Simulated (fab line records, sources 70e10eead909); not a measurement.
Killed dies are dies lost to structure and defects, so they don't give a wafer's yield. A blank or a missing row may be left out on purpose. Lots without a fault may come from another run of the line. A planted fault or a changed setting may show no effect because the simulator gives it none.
fab line records | flow nand_harc
record lots=6 wafers=18 last_day=24
route steps=1159 shown A_SGD_CUT@768 A_SLIT@779 END@1159
lots that met no fault: from a run of the same line without faults
start_h: hours from the record's first day to the start of the lot's first wafer shown | wait_h: hours since the lot's step before | " the same as in the row above | L1.1+2: a row that stands for several wafers | - no value, or no start given | * or withheld: withheld | < > ~ a bound
route shown NAME@n: a module of which the file shows steps, and the number in the route of the first | usual: mean/standard deviation of fault-free wafers | same: alike in all rows | chamber/n: place in a boat | sites: the reading at each site | _std_site: their standard deviation | _edge_site: outer sites' mean less inner sites' | radius_mm: how far each site lies from the wafer's centre | mask NAME#n: copy n | behind: the tool/chamber that last shaped the wafer | hold: why the lot was held/for how many hours/how that ended | device: the transistor (n, p or np) that didn't switch | end of line: the same wafers' tests at the end of the route | a step without rows: its recipe alone | killed: dies lost to structure and defects at the first sort, not the wafer's yield | map: a wafer's dies, x killed, . not, _ none there
set.NAME: the setting as run; set.NAME@STEP: as run at that earlier step | model.NAME: the simulator's own value behind a step, which no gauge read
lots at some steps of the route; a table a step, a row a wafer
services: from which hour (start_h, from the record's first day; less than 0 if before it) a tool's chamber was out of use, for how many hours, and why
## steps
# step NHARC_A_SGD_CUT_PRECLEAN_18
# recipe time_s=* temp_c=50 bath_age_min=0 chemistry=SC1
# step NHARC_A_SGD_CUT_SRD_19
# step NHARC_A_SGD_CUT_DEP_20
# recipe target_thk_a=1500 temp_c=65 material=SiO2
# step NHARC_A_SGD_CUT_ANNEAL_27
# recipe temp_c=450 time_s=1800
# step NHARC_A_SGD_CUT_CMP_21
# recipe target_thk_nm=148.19
# usual motor_current_A=12.3/1.5 time_to_endpoint_s=51/3.3
# columns lot.wafer tool chamber start_h wait_h motor_current_A time_to_endpoint_s
L919.4 cmp-03 0 329.70 0.4 11.9 48
L919.2 " 1 " " 15.4 49
L919.3 " 2 " " 13.3 50
L923.4 cmp-04 3 338.82 0.4 14.4 54
L923.3 " 2 " " 12.6 52
L923.5 " 3 " " 13.8 52
L925.3 cmp-02 1 338.84 0.4 10.2 48
L925.5 " 0 " " 13.9 47
L925.6 " 1 " " 10.4 48
L922.1 cmp-03 0 338.91 0.5 11.8 52
L922.3 " 1 " " 14.7 47
L922.2 " 3 " " 10.0 51
L935.2 cmp-02 0 404.01 0.6 12.8 49
L935.6 " 2 " " 10.5 50
L935.5 " 3 " " 12.8 56
L940.3 cmp-04 3 441.93 0.4 14.6 57
L940.4 " 1 " " 14.3 52
L940.5 " 3 " " 13.4 56
# step NHARC_A_SGD_CUT_THK_MEAS_22
# recipe thk_meas_gauge=ellipsometry
# usual thk_nm=148.1/1.4
# columns lot.wafer tool chamber start_h wait_h thk_nm
L919.2 film_metro-02 - 329.96 0.2 145.5
L919.3 " - " " 150.4
L919.4 " - " " 148.9
L923.3 film_metro-02 - 339.07 0.2 151.1
L923.4 " - " " 146.0
L923.5 " - " " 148.6
L925.3 film_metro-01 - 339.08 0.2 148.1
L925.5 " - " " 151.0
L925.6 " - " " 145.8
L922.1 film_metro-01 - 339.17 0.2 150.6
L922.2 " - " " 150.1
L922.3 " - " " 147.5
L935.2 film_metro-02 - 404.22 0.2 148.5
L935.5 " - " " 148.2
L935.6 " - " " 146.4
L940.3 film_metro-02 - 442.18 0.2 148.8
L940.4 " - " " 147.8
L940.5 " - " " 150.9
# step NHARC_A_SGD_CUT_SRD_23
# step NHARC_A_SGD_CUT_ETCH_26
# recipe target_depth_a=458 chemistry=dHF material=SiO2
# step NHARC_A_SGD_CUT_ETCHBACK_24
# recipe target_depth_a=500 over_etch_frac=0.3 time_s=92.857 ion_energy_ev=120 ch3f_flow_sccm=50 o2_flow_sccm=30 ar_flow_sccm=200 rf_w=500 bias_w=100 chemistry=CH3F/O2
# usual drypump_motor_current_A=5.6/0.57 oes_product_au=0.97/0.034 rf_vpp_V=244.2/1.8 showerhead_plenum_p_Torr=2.45/0.11 throttle_valve_pct=20.664/0.0086
# columns lot.wafer tool chamber start_h wait_h drypump_motor_current_A oes_product_au rf_hours_counter_h rf_vpp_V showerhead_plenum_p_Torr throttle_valve_pct
L919.3 rie_diel-05 3 330.19 0.1 5.2 0.93 12 244.6 2.54 20.664
L919.2 " 0 " " 4.9 0.93 11 240.9 2.31 20.658
L919.4 " 1 " " 4.7 0.94 11 242.0 2.31 20.660
L925.3 rie_diel-04 0 339.31 0.2 5.9 1.01 6 243.5 2.36 20.651
L925.5 " 3 " " 6.6 1.00 - 241.2 2.34 20.668
L925.6 " 0 " " 5.9 1.03 - 243.3 2.36 20.663
L923.3 rie_diel-05 3 339.32 0.2 5.3 1.00 12 245.6 2.54 20.667
L923.4 " 0 " " 4.9 1.00 12 242.1 2.31 20.651
L923.5 " 1 " " 4.7 1.01 - 243.3 2.31 20.677
L922.1 rie_diel-04 1 339.41 0.2 5.6 0.92 6 245.2 2.34 20.663
L922.3 " 2 " " 5.4 0.92 5 245.6 2.52 20.678
L922.2 " 3 " " 6.7 0.92 6 241.7 2.34 20.677
L935.2 rie_diel-04 3 404.47 0.2 6.6 1.00 12 243.3 2.34 20.678
L935.6 " 1 " " 5.6 1.00 - 242.2 2.34 20.660
L935.5 " 2 " " 5.4 1.00 - 245.2 2.51 20.656
L940.3 rie_diel-08 2 442.42 0.2 5.0 1.00 13 244.7 2.56 20.667
L940.4 " 3 " " 5.8 0.99 13 246.0 2.59 20.675
L940.5 " 1 " " 6.3 0.99 - 244.9 2.46 20.651
# step NHARC_A_SGD_CUT_STRIP_28
# recipe time_s=20 o2_flow_sccm=500 ar_flow_sccm=0 bias_w=0 chemistry=O2
# usual drypump_motor_current_A=5.6/0.57 oes_product_au=0.999/0.011 rf_vpp_V=57.7/0.92 showerhead_plenum_p_Torr=3.50/0.15 throttle_valve_pct=17.037/0.009
# columns lot.wafer tool chamber start_h wait_h drypump_motor_current_A oes_product_au rf_hours_counter_h rf_vpp_V showerhead_plenum_p_Torr throttle_valve_pct
L919.4 rie_diel-05 1 - - 4.7 1.008 11 57.0 3.32 17.042
L919.3 " 2 " " 5.1 1.013 11 56.1 3.78 17.040
L919.2 " 3 " " 5.2 1.001 12 58.5 3.65 17.031
L923.4 rie_diel-05 3 - - 5.3 0.995 12 58.0 3.65 17.030
L923.3 " 1 " " 4.7 1.023 12 58.0 3.32 17.032
L923.5 " 3 " " 5.3 1.009 - 59.9 3.65 17.043
L925.3 rie_diel-04 0 - - 5.9 1.006 6 58.8 3.39 17.024
L925.6 " 1 " " 5.6 0.998 - 55.8 3.36 17.029
L925.5 " 2 " " 5.4 1.017 - 58.7 3.61 17.048
L922.2 rie_diel-04 1 - - 5.6 0.994 6 57.3 3.36 17.047
L922.3 " 2 " " 5.4 1.010 5 57.3 3.61 17.042
L922.1 " 3 " " 6.6 0.992 6 57.4 3.37 17.046
L935.2 rie_diel-04 3 - - 6.7 1.000 12 56.7 3.36 17.032
L935.6 " 3 " " 6.6 1.007 - 57.7 3.36 17.046
L935.5 " 0 " " 6.0 1.003 - 56.9 3.39 17.036
L940.4 rie_diel-08 1 - - 6.3 0.986 13 57.5 3.53 17.032
L940.3 " 0 " " 6.1 0.980 13 56.6 3.52 17.037
L940.5 " 1 " " 6.3 0.983 - 57.3 3.53 17.038
# step NHARC_A_SGD_CUT_INSPECT_25
# usual raw_defect_count=319/84
# columns lot.wafer tool chamber start_h wait_h raw_defect_count
L919.2 defect_inspect-02 - 330.43 - 302
L919.3 " - " " 266
L919.4 " - " " 263
L923.3 defect_inspect-02 - 339.54 - 171
L923.4 " - " " 207
L923.5 " - " " 213
L925.3 defect_inspect-02 - 339.58 - 567
L925.5 " - " " 304
L925.6 " - " " 449
L922.1 defect_inspect-01 - 339.65 - 378
L922.2 " - " " 378
L922.3 " - " " 299
L935.2 defect_inspect-01 - 404.68 - 247
L935.5 " - " " 215
L935.6 " - " " 500
L940.3 defect_inspect-01 - 442.65 - 395
L940.4 " - " " 328
L940.5 " - " " 321
# step NHARC_A_SLIT_DEP_25
# recipe target_thk_a=2000 temp_c=400 pressure_torr=6.5 rf_w=900 teos_flow_sccm=161.4 flow_sccm=2650 target_thk_nm=200 gas=O2 material=SiO2
# usual heater_power_w=515/69 throttle_valve_pct=15.8/0.44
# columns lot.wafer tool chamber start_h wait_h heater_power_w throttle_valve_pct
L919.2 pecvd-02 0 330.72 0.3 422 15.9
L919.3 " 1 " " 517 16.0
L919.4 " 0 " " 434 15.6
L923.3 pecvd-03 1 339.66 0.1 465 15.5
L923.5 " 1 " " 479 15.5
L923.4 " 2 " " 614 15.3
L925.3 pecvd-03 2 339.93 0.3 633 15.4
L925.5 " 1 " " 535 15.6
L925.6 " 2 " " 634 15.3
L922.1 pecvd-01 1 340.05 0.4 503 16.7
L922.2 " 0 " " 542 16.0
L922.3 " 0 " " 409 15.9
L935.2 pecvd-01 0 404.82 0.1 494 16.0
L935.5 " 0 " " 507 15.9
L935.6 " 2 " " 528 16.3
L940.3 pecvd-01 2 442.71 0.1 551 15.7
L940.4 " 2 " " 584 15.6
L940.5 " 0 " " 448 15.8
# step NHARC_A_SLIT_DEP_00
# recipe target_thk_a=32000 temp_c=400 material=aC
# usual throttle_valve_pct=35.001/0.0093
# columns lot.wafer tool chamber start_h wait_h throttle_valve_pct
L919.2 acl_dep-02 0 332.68 - 35.012
L919.3 " 0 " " 35.009
L919.4 " 0 " " 34.999
L923.3 acl_dep-03 0 340.66 - 35.007
L923.4 " 0 " " 35.006
L923.5 " 0 " " 35.005
L925.3 acl_dep-01 0 341.11 - 35.011
L925.5 " 0 " " 34.987
L925.6 " 0 " " 34.995
L922.1 acl_dep-03 0 341.94 1.8 35.004
L922.2 " 0 " " 34.999
L922.3 " 0 " " 35.000
L935.2 acl_dep-02 0 405.60 - 35.016
L935.5 " 0 406.60 - 34.992
L935.6 " 0 " " 35.004
L940.3 acl_dep-03 0 443.84 - 34.983
L940.4 " 0 " " 34.997
L940.5 " 0 " " 34.988
# step NHARC_A_SLIT_DEP_23
# recipe target_thk_a=1000 target_thk_nm=100 temp_c=400 pressure_torr=3.5 flow_sccm=200 rf_w=350 material=SiON
# usual heater_power_w=699/68
# columns lot.wafer tool chamber start_h wait_h heater_power_w
L919.2 pecvd-03 2 334.55 1.5 802
L919.3 " 0 " " 781
L919.4 " 0 " " 626
L923.3 pecvd-03 1 342.05 1.1 750
L923.4 " 2 " " 742
L923.5 " 0 " " 772
L925.3 pecvd-01 0 342.55 1.1 628
L925.6 " 0 " " 653
L925.5 " 1 " " 601
L922.3 pecvd-03 2 344.15 1.2 722
L922.2 " 0 " " 676
L922.1 " 1 " " 621
L935.2 pecvd-02 0 407.34 1.4 637
L935.6 " 2 " " 654
L935.5 " 0 " " 639
L940.3 pecvd-03 0 445.17 1.0 752
L940.5 " 1 " " 650
L940.4 " 2 " " 709
# step NHARC_A_SLIT_DEHYDRATE_01
# recipe temp_c=150 time_s=120
# step NHARC_A_SLIT_HMDS_02
# recipe time_s=30
# step NHARC_A_SLIT_COAT_03
# recipe spin_rpm=1500 resist_thk_nm=90
# step NHARC_A_SLIT_SOFTBAKE_04
# recipe temp_c=105 time_s=55
# step NHARC_A_SLIT_EBR_05
# step NHARC_A_SLIT_EXPOSE_06
# recipe na=1.35 dose_mj=60.82 mask_id=SLIT
# step NHARC_A_SLIT_PEB_07
# recipe peb_temp_c=100 peb_time_s=65
# step NHARC_A_SLIT_DEVELOP_08
# recipe develop_time_s=35 dev_temp_c=23
# step NHARC_A_SLIT_CD_MEAS_09
# recipe target_cd_nm=300 landing_energy_ev=500
# usual cd_nm=300.2/0.49
# columns lot.wafer tool chamber start_h wait_h cd_nm
L919.2 cd_sem-02 0 335.12 - 301.4
L919.3 " 0 " " 300.3
L919.4 " 0 " " 300.5
L923.3 cd_sem-02 0 342.67 - 299.8
L923.4 " 0 " " 300.2
L923.5 " 0 " " 300.4
L925.3 cd_sem-03 0 343.11 - 300.6
L925.5 " 0 " " 300.1
L925.6 " 0 " " 300.4
L922.1 cd_sem-03 0 344.83 - 299.4
L922.2 " 0 " " 299.2
L922.3 " 0 " " 300.0
L935.2 cd_sem-03 0 408.09 - 301.0
L935.5 " 0 " " 300.7
L935.6 " 0 " " 300.1
L940.3 cd_sem-01 0 445.72 - 300.3
L940.4 " 0 " " 300.3
L940.5 " 0 " " 300.4
# step NHARC_A_SLIT_OVL_MEAS_10
# usual overlay_x_nm=0.2/0.88 overlay_y_nm=-0.2/0.94
# columns lot.wafer tool chamber start_h wait_h overlay_x_nm overlay_y_nm
L919.2 overlay-01 - 335.20 - 1.5 -0.2
L919.3 " - " " 1.6 0.2
L919.4 " - " " 1.4 0.3
L923.3 overlay-02 - 342.76 - 0.7 0.6
L923.4 " - " " 0.1 0.7
L923.5 " - " " 0.5 0.6
L925.3 overlay-02 - 343.19 - -1.1 -1.9
L925.5 " - " " -0.9 -1.8
L925.6 " - " " -1.2 -1.7
L922.1 overlay-02 - 344.91 - 1.4 -1.2
L922.2 " - " " 0.7 -0.9
L922.3 " - " " 1.6 -1.2
L935.2 overlay-02 - 408.18 - 0.3 0.2
L935.5 " - " " 1.0 0.3
L935.6 " - " " -0.3 -0.1
L940.3 overlay-01 - 445.81 - -0.5 -0.8
L940.4 " - " " -0.6 -1.1
L940.5 " - " " -0.2 -1.2
# step NHARC_A_SLIT_INSPECT_11
# usual raw_defect_count=21/10
# columns lot.wafer tool chamber start_h wait_h hold raw_defect_count
L919.2 defect_inspect-01 - 335.24 0.0 - 21
L919.3 " - " " - 32
L919.4 " - " " - 19
L923.3 defect_inspect-02 - 342.79 0.0 await_dispo/0.2h/release 661
L923.4 " - " " await_dispo/0.2h/release 681
L923.5 " - " " await_dispo/0.2h/release 619
L923.3 defect_inspect-02 - 342.96 0.2 - 659
L923.4 " - " " - 678
L923.5 " - " " - 621
L925.3 defect_inspect-02 - 343.23 0.0 - 28
L925.5 " - " " - 18
L925.6 " - " " - 27
L922.1 defect_inspect-02 - 344.95 0.0 await_dispo/0.2h/release 710
L922.2 " - " " await_dispo/0.2h/release 675
L922.3 " - " " await_dispo/0.2h/release 703
L922.1 defect_inspect-02 - 345.12 0.2 - 710
L922.2 " - " " - 682
L922.3 " - " " - 699
L935.2 defect_inspect-02 - 408.21 0.0 - 7
L935.5 " - " " - 11
L935.6 " - " " - 12
L940.3 defect_inspect-02 - 445.85 0.0 - 19
L940.4 " - " " - 12
L940.5 " - " " - 15
# step NHARC_END_SORT_01
# recipe temp_c=25
# usual defect_limited_yield=95.4/1.5 killed_at_array=28/10 killed_at_other=0.5/0.82 killed_at_periphery=3.4/2.2 killed_dies=31/10 killed_open=3.4/1.9 killed_short=1.9/1.3 sort_bin_2_pct=1.5/0.6 sort_bin_3_pct=0.29/0.24 sort_bin_4_pct=2.9/0.97 sort_n_pass=646/10 sort_rim_yield_pct=94.7/3 sort_yield_pct=95.4/1.5
# same gross_dies=677 sort_bin_5_pct[%]=0 sort_bin_6_pct[%]=0 sort_bin_7_pct[%]=0 sort_bin_8_pct[%]=0 sort_rim_n_gross=106.00
# columns lot.wafer tool chamber start_h wait_h defect_limited_yield[%] killed_at_array killed_at_other killed_at_periphery killed_dies killed_open killed_short sort_bin_2_pct[%] sort_bin_3_pct[%] sort_bin_4_pct[%] sort_n_pass sort_rim_yield_pct[%] sort_yield_pct[%]
L919.2 prober-02 0 474.79 2.8 97.3 17 0 1 18 2 1 0.9 0 1.8 659 99.1 97.3
L919.3 prober-02 0 475.60 3.1 95.6 26 0 4 30 3 2 1.2 0.30 3.0 647 96.2 95.6
L919.4 prober-02 0 476.40 3.4 96.2 20 0 6 26 7 1 1.2 0.15 2.5 651 96.2 96.2
L935.2 prober-02 0 548.23 2.8 95.1 28 0 5 33 1 5 1.3 0.44 3.1 644 94.3 95.1
L935.5 prober-02 0 550.61 3.7 96.8 20 0 2 22 1 2 0.9 0.15 2.2 655 92.5 96.8
L935.6 prober-02 0 551.40 4.0 95.3 30 2 0 32 2 1 1.5 0.30 3.0 645 99.1 95.3
L940.3 prober-02 0 564.54 3.1 93.6 40 1 2 43 6 3 1.3 0.30 4.7 634 98.1 93.6
L940.4 prober-02 0 565.34 3.4 95.1 24 0 9 33 6 1 1.8 0.44 2.7 644 91.5 95.1
L940.5 prober-02 0 566.14 3.7 95.3 28 1 3 32 4 2 1.2 0.30 3.2 645 98.1 95.3
# killed by level:class
L919.2 A_CHANNEL_HOLE_D1:chamber_film_flake=11 A_WL_FILL:chamber_film_flake=2 A_CHANNEL_FILL_D1:geometric_particle:open=1 A_CONTACT:geometric_particle:short=1 A_CONTACT:geometric_particle:open=1 P_GATE:chamber_film_flake=1 A_CHANNEL_FILL_D1:chamber_film_flake=1
L919.3 A_CHANNEL_HOLE_D1:chamber_film_flake=17 A_STAIRCASE:chamber_film_flake=2 P_CONTACT:geometric_particle:short=1 P_M1:geometric_particle:open=1 A_ONON_D1:geometric_particle:open=1 A_CHANNEL_FILL_D1:geometric_particle:short=1 A_CONTACT:geometric_particle:open=1 P_GATE:chamber_film_flake=1
L919.4 A_CHANNEL_HOLE_D1:chamber_film_flake=11 A_CONTACT:chamber_film_flake=3 P_STI:geometric_particle:open=2 P_CONTACT:geometric_particle:open=2 A_CONTACT:geometric_particle:open=2 A_CHANNEL_HOLE_D1:geometric_particle:short=1 A_STAIRCASE:geometric_particle:open=1 P_ZERO_WELL:chamber_film_flake=1
L935.2 A_SLIT:chamber_film_flake=11 A_CHANNEL_HOLE_D1:chamber_film_flake=4 A_BLC:chamber_film_flake=4 A_CONTACT:chamber_film_flake=3 A_ONON_D1:geometric_particle:short=2 A_WL_FILL:geometric_particle:short=2 P_STI:chamber_film_flake=2 P_M0:geometric_particle:open=1
L935.5 A_SLIT:chamber_film_flake=9 A_CONTACT:chamber_film_flake=3 A_WL_FILL:geometric_particle:short=2 A_CHANNEL_HOLE_D1:chamber_film_flake=2 A_BLC:chamber_film_flake=2 A_WL_FILL:geometric_particle:open=1 P_ZERO_WELL:chamber_film_flake=1 P_M0:chamber_film_flake=1
L935.6 A_SLIT:chamber_film_flake=15 A_CONTACT:chamber_film_flake=7 A_CHANNEL_HOLE_D1:chamber_film_flake=4 A_CHANNEL_FILL_D1:geometric_particle:open=1 A_WL_FILL:geometric_particle:open=1 STARTING-WAFER:geometric_particle:short=1 A_STAIRCASE:chamber_film_flake=1 A_BLC:chamber_film_flake=1
L940.3 A_SLIT:chamber_film_flake=24 A_CHANNEL_HOLE_D1:chamber_film_flake=3 A_ONON_D1:geometric_particle:open=2 A_WL_FILL:geometric_particle:short=2 A_M0:geometric_particle:open=2 A_STAIRCASE:chamber_film_flake=2 A_SOURCE_PLATE:geometric_particle:short=1 A_SOURCE_PLATE:geometric_particle:open=1
L940.4 A_SLIT:chamber_film_flake=10 A_CHANNEL_HOLE_D1:chamber_film_flake=8 P_GATE:chamber_film_flake=4 P_M0:geometric_particle:open=2 P_ZERO_WELL:chamber_film_flake=2 A_WL_FILL:chamber_film_flake=2 P_CONTACT:geometric_particle:open=1 A_CHANNEL_HOLE_D1:geometric_particle:open=1
L940.5 A_SLIT:chamber_film_flake=15 A_CHANNEL_HOLE_D1:chamber_film_flake=6 A_CONTACT:geometric_particle:open=4 A_WL_FILL:geometric_particle:short=2 P_ZERO_WELL:chamber_film_flake=2 P_GATE:chamber_film_flake=1 A_STAIRCASE:chamber_film_flake=1 THIN_TSV:chamber_film_flake=1
## services
# columns tool chamber start_h hours kind
cmp-04 - 311.04 2.1 repair
pecvd-01 2 314.69 31.1 repair
rie_diel-05 1 318.65 1.5 repair
cmp-02 - 330.73 4.0 pm
pecvd-01 - 333.80 6.2 repair
pecvd-02 - 334.22 13.0 pm
rie_diel-05 - 340.60 9.0 pm
acl_dep-02 - 351.60 13.0 pm
cmp-02 - 351.73 0.2 repair
cmp-02 - 352.30 0.3 repair
cmp-03 - 352.43 4.0 pm
rie_diel-04 - 354.03 0.4 repair
cmp-03 - 360.17 0.8 repair
rie_diel-05 0 369.69 4.2 repair
rie_diel-08 2 372.56 9.2 repair
rie_diel-04 - 388.29 0.5 repair
rie_diel-05 3 392.92 21.0 repair
pecvd-01 - 395.62 1.7 repair
rie_diel-05 0 403.87 19.4 repair
acl_dep-03 - 407.01 13.0 pm
pecvd-01 - 418.19 13.0 pm
rie_diel-04 1 423.46 4.2 repair
pecvd-03 2 428.21 7.2 repair
rie_diel-04 3 428.64 5.6 repair
## key
first_sign step=NHARC_A_SLIT_INSPECT_11 reading=visit direction=added
effect step=NHARC_A_SLIT_INSPECT_11 reading=raw_defect_count direction=up sigmas=65 usual=21 struck=675
met_at NHARC_A_SLIT_DEP_00
struck_wafers L922.1,L922.2,L922.3,L923.3,L923.4,L923.5
scrapped_behind NHARC_A_SLIT_INSPECT_11 L922.1,L922.2,L922.3,L923.3,L923.4,L923.5
fault kind=chamber_particle_source tool=acl_dep-03 chamber=- onset_h=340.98 steps=NHARC_A_SLIT_DEP_00 rate_per_visit_cm2=1.0137 end_h=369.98
